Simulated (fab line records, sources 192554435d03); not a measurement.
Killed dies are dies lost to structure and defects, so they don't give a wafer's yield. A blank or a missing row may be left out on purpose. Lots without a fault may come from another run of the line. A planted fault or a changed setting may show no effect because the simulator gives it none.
fab line records | flow n5_finfet
record lots=7 wafers=39
route steps=1938 shown BEOL_M8@1348 BEOL_M11@1587 BEOL_M12@1649 MIM_BOT@1833
start_h: hours from the record's first day to the start of the lot's first wafer shown | wait_h: hours since the lot's step before | " the same as in the row above | L1.1+2: a row that stands for several wafers | - no value, or no start given | * or withheld: withheld | < > ~ a bound
route shown NAME@n: a module of which the file shows steps, and the number in the route of the first | usual: mean/standard deviation of fault-free wafers | same: alike in all rows | chamber/n: place in a boat | sites: the reading at each site | _std_site: their standard deviation | _edge_site: outer sites' mean less inner sites' | radius_mm: how far each site lies from the wafer's centre | mask NAME#n: copy n | behind: the tool/chamber that last shaped the wafer | hold: why the lot was held/for how many hours/how that ended | device: the transistor (n, p or np) that didn't switch | end of line: the same wafers' tests at the end of the route | a step without rows: its recipe alone | killed: dies lost to structure and defects at the first sort, not the wafer's yield | map: a wafer's dies, x killed, . not, _ none there
set.NAME: the setting as run; set.NAME@STEP: as run at that earlier step | model.NAME: the simulator's own value behind a step, which no gauge read
lots whose settings were changed on purpose; a table a step, a row a wafer
## steps
# step N5_BEOL_M8_DESCUM_16
# recipe chemistry=O2 time_s=7.9 source_power_w=50 bias_power_w=20 pressure_mtorr=20 rf_frequency_hz=2.712e+07 temp_c=40 resist=CAR-ArF o2_flow_sccm=225
# columns lot.wafer tool chamber start_h wait_h set.time_s model.CAR-ArF_of_BEOL_M8_COAT_05.thk_nm
L075.1 rie_diel-06 3 210.25 0.0 7.9 83.4
L075.2+6 " 1,3 " " 5.643 84.8
L075.3 " 2 " " 7.9 83
L075.4 " 1 " " 7.9 83.6
L075.5 " 2 " " 5.643 84.6
L079.1+3+4 rie_diel-06 1,2,3 234.28 0.1 3.612 86
L079.2 " 0 " " 7.9 83.6
L079.5 " 3 " " 7.9 83.4
L079.6 " 0 " " 7.9 83.2
L085.1 rie_diel-05 3 277.73 0.0 7.9 83.4
L085.2+3 " 0,1 " " 3.443 85.8
L085.4 " 2 " " 3.443 86
L085.5 " 0 " " 7.9 83
L085.6 " 3 " " 7.9 82.8
L087.1+3 rie_diel-05 0,2 280.34 0.0 7.9 83.6
L087.2+6 " 1,3 " " 6.237 84.6
L087.4 " 3 " " 7.9 83.4
L087.5 " 2 " " 6.237 84.4
L090.1 rie_diel-04 1 297.34 0.0 7.9 83.4
L090.2+3+4+6 " 2,3,0,0 " " 7.9 83.8
L090.5 " 1 " " 7.9 83.6
L095.1+4 rie_diel-04 3,0 344.20 0.4 7.9 83.4
L095.2+3+6 " 2,1,1 " " 7.9 83.6
L095.5 " 2 " " 7.9 83.8
L097.1 rie_diel-05 1 344.29 0.0 7.9 83
L097.3 " 2 " " 7.9 83.2
L097.6 " 3 " " 7.9 83.4
# step N5_BEOL_M11_CURE_72
# recipe temp_c=370 time_s=120 ambient=DMADMS/He material=SiCOH_lowk
# usual lamp_power_pct=52.31/0.053
# columns lot.wafer tool chamber start_h wait_h set.time_s lamp_power_pct
L075.1 uv_cure-01 2 237.29 0.0 120 52.33
L075.2 " 2 " " 64.39 52.31
L075.3 " 2 " " 64.39 52.30
L075.4 " 2 " " 120 52.37
L075.5 " 2 " " 120 52.38
L075.6 " 2 " " 64.39 52.30
L079.1 uv_cure-03 1 260.90 0.2 120 52.26
L079.2 " 1 " " 120 52.34
L079.3 " 1 " " 120 52.33
L079.4 " 1 " " 120 52.25
L079.5 " 1 " " 120 52.31
L079.6 " 1 " " 120 52.31
L085.1 uv_cure-03 2 305.93 0.0 120 52.30
L085.2 " 2 " " 120 52.37
L085.3 " 2 " " 120 52.35
L085.4 " 2 " " 120 52.36
L085.5 " 2 " " 120 52.29
L085.6 " 2 " " 120 52.25
L087.1 uv_cure-02 0 309.18 0.0 154.9 50.88
L087.2 " 0 " " 120 52.28
L087.3 " 0 " " 120 52.33
L087.4 " 0 " " 120 52.30
L087.5 " 0 " " 154.9 50.87
L087.6 " 0 " " 154.9 50.86
L090.1 uv_cure-02 1 322.44 0.0 120 52.31
L090.2 " 1 " " 120 52.31
L090.3 " 1 " " 120 52.29
L090.4 " 1 " " 120 52.35
L090.5 " 1 " " 120 52.35
L090.6 " 1 " " 120 52.23
L095.1 uv_cure-03 2 375.01 0.0 87.77 52.33
L095.2 " 2 " " 120 52.29
L095.3 " 2 " " 120 52.24
L095.4 " 2 " " 120 52.33
L095.5 " 2 " " 87.77 52.31
L095.6 " 2 " " 87.77 52.39
L097.1 uv_cure-02 0 375.22 0.2 120 52.28
L097.3 " 0 " " 120 52.16
L097.6 " 0 " " 120 52.32
# step N5_BEOL_M12_SPUTTER_44
# recipe material=Ta target_thk_a=100 temp_c=50 bias_v=80 power_w=15000 chamber_pressure_pa=0.07 time_s=16.13
# columns lot.wafer tool chamber start_h wait_h set.time_s model.Ta_of_BEOL_M12_SPUTTER_44.thk_nm
L075.1+5 pvd_sputter-02 - 244.58 0.0 16.13 10
L075.2 " - " " 16.13 9.8
L075.3+4 " - " " 11.66 7.4
L075.6 " - " " 11.66 7.2
L079.1+6 pvd_sputter-01 - 267.77 0.0 16.13 10
L079.2 " - " " 16.13 10.2
L079.3+5 " - " " 10.44 6.6
L079.4 " - " " 10.44 6.8
L085.1+2+3+4 pvd_sputter-01 - 312.90 0.0 16.13 10
L085.5 " - " " 16.13 9.8
L085.6 " - " " 16.13 10.2
L087.1+5 pvd_sputter-01 - 315.92 0.0 20.54 12.8
L087.2 " - " " 20.54 12.6
L087.3 " - " " 16.13 10.2
L087.4+6 " - " " 16.13 10
L090.1 pvd_sputter-02 - 328.76 0.0 16.13 10.2
L090.2 " - " " 18.93 11.6
L090.3+6 " - " " 18.93 11.4
L090.4 " - " " 16.13 9.8
L090.5 " - " " 16.13 10
L097.1 pvd_sputter-02 - 384.01 0.0 16.13 10.2
L097.3+6 " - " " 16.13 10
L095.1 pvd_sputter-03 - 384.45 0.0 16.13 9.8
L095.2+3+4+5+6 " - " " 16.13 10
# step N5_BEOL_M12_SPUTTER_45
# recipe material=Cu target_thk_a=800 temp_c=-20 bias_v=60 power_w=26000 chamber_pressure_pa=0.13 time_s=13.33
# step N5_BEOL_M12_ECD_47
# recipe material=Cu target_thk_a=7200
# step N5_BEOL_M12_ANNEAL_48
# recipe temp_c=225 time_s=90 ambient=N2
# step N5_BEOL_M12_CMP_49
# recipe stop_on=SiOC t_overpolish_s=20.6 down_force_psi=1 platen_rpm=50 clearing_platen_down_force_psi=1.5 clearing_platen_rpm=50 post_cmp_clean=cu_alkaline target_thk_nm=320 clearing_platen_pad_velocity_m_s=0.99484 pad_velocity_m_s=0.99484
# usual barrier_field_endpoint_s=30.4/0.72
# columns lot.wafer tool chamber start_h wait_h set.time_s@BEOL_M12_SPUTTER_44 barrier_field_endpoint_s
L075.1 cmp-03 3 245.26 0.3 16.13 30.9
L075.2 " 0 " " 16.13 30.0
L075.3 " 1 " " 11.66 26.6
L075.4 " 2 " " 11.66 26.7
L075.5 " 3 " " 16.13 30.4
L075.6 " 0 " " 11.66 27.5
L079.1 cmp-01 3 268.42 0.3 16.13 30.7
L079.3 " 0 " " 10.44 26.5
L079.2 " 1 " " 16.13 31.4
L079.4 " 2 " " 10.44 28.0
L079.5 " 3 " " 10.44 26.1
L079.6 " 0 " " 16.13 31.5
L085.3 cmp-04 2 313.77 0.2 16.13 30.3
L085.4 " 3 " " 16.13 29.5
L085.1 " 0 " " 16.13 29.1
L085.2 " 1 " " 16.13 29.5
L085.6 " 2 " " 16.13 30.3
L085.5 " 3 " " 16.13 30.1
L087.1 cmp-03 2 316.77 0.3 20.54 33.6
L087.2 " 3 " " 20.54 33.6
L087.3 " 0 " " 16.13 30.4
L087.4 " 1 " " 16.13 30.4
L087.6 " 2 " " 16.13 29.7
L087.5 " 3 " " 20.54 33.6
L090.3 cmp-04 2 329.56 0.2 18.93 32.5
L090.4 " 3 " " 16.13 29.4
L090.2 " 0 " " 18.93 31.6
L090.1 " 1 " " 16.13 31.4
L090.6 " 2 " " 18.93 32.3
L090.5 " 3 " " 16.13 29.7
L097.3 cmp-03 2 384.81 0.2 16.13 29.9
L097.1 " 3 " " 16.13 30.2
L097.6 " 3 " " 16.13 30.8
L095.1 cmp-01 3 385.16 0.3 16.13 29.8
L095.3 " 0 " " 16.13 31.2
L095.4 " 1 " " 16.13 30.8
L095.2 " 2 " " 16.13 31.3
L095.5 " 3 " " 16.13 30.5
L095.6 " 0 " " 16.13 30.2
# step N5_MIM_BOT_SPUTTER_00
# recipe material=TiN target_thk_a=350 temp_c=200 power_w=3000 chamber_pressure_pa=0.49996 gas=Ar reactive_partial_pa=0.37997 time_s=89.7
# columns lot.wafer tool chamber start_h wait_h set.target_thk_a model.TiN_of_MIM_BOT_SPUTTER_00.thk_nm
L075.1 pvd_sputter-02 - 271.15 0.0 547 54.6
L075.2 " - " " 350 35.4
L075.3 " - " " 547 55.2
L075.4 " - " " 350 35
L075.5 " - " " 547 55
L075.6 " - " " 350 35.2
L079.1 pvd_sputter-01 - 304.90 0.0 500.4 49.8
L079.2 " - " " 350 34.6
L079.3+4 " - " " 350 35.2
L079.5 " - " " 500.4 49.6
L079.6 " - " " 500.4 50.2
L085.1+4+5+6 pvd_sputter-02 - 335.28 0.0 350 35
L085.2+3 " - " " 350 34.8
L087.1 pvd_sputter-01 - 338.06 0.0 350 34.8
L087.2 " - " " 461.5 45.8
L087.3 " - " " 461.5 46
L087.4 " - " " 350 34.6
L087.5 " - " " 350 34.2
L087.6 " - " " 461.5 46.2
L090.1 pvd_sputter-02 - 360.65 0.0 282 27.8
L090.2 " - " " 282 27.6
L090.3 " - " " 350 34.6
L090.4 " - " " 350 35
L090.5 " - " " 282 28.2
L090.6 " - " " 350 34.4
L097.1 pvd_sputter-01 - 402.86 0.0 350 34.4
L097.3 " - " " 350 34.8
L097.6 " - " " 350 34.6
L095.1+3 pvd_sputter-01 - 407.20 0.0 350 34.6
L095.2 " - " " 261.2 26.2
L095.4 " - " " 350 35
L095.5 " - " " 261.2 26
L095.6 " - " " 261.2 25.8
## key
split step=N5_BEOL_M8_DESCUM_16 setting=time_s stated=7.9 by=wafer
response step=N5_BEOL_M8_DESCUM_16 reading=model.CAR-ArF_of_BEOL_M8_COAT_05.thk_nm change=-0.0487 per=1% r=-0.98
split step=N5_BEOL_M11_CURE_72 setting=time_s stated=120 by=wafer
response step=N5_BEOL_M11_CURE_72 reading=lamp_power_pct shape=bent at_lowest=* at_stated=* at_highest=*
split step=N5_BEOL_M12_SPUTTER_44 setting=time_s stated=16.13 by=wafer
response step=N5_BEOL_M12_SPUTTER_44 reading=model.Ta_of_BEOL_M12_SPUTTER_44.thk_nm change=+0.0949 per=1% r=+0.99
response step=N5_BEOL_M12_CMP_49 reading=barrier_field_endpoint_s change=+0.124 per=1% r=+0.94
split step=N5_MIM_BOT_SPUTTER_00 setting=target_thk_a stated=350 by=wafer
response step=N5_MIM_BOT_SPUTTER_00 reading=model.TiN_of_MIM_BOT_SPUTTER_00.thk_nm change=+0.35 per=1% r=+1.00
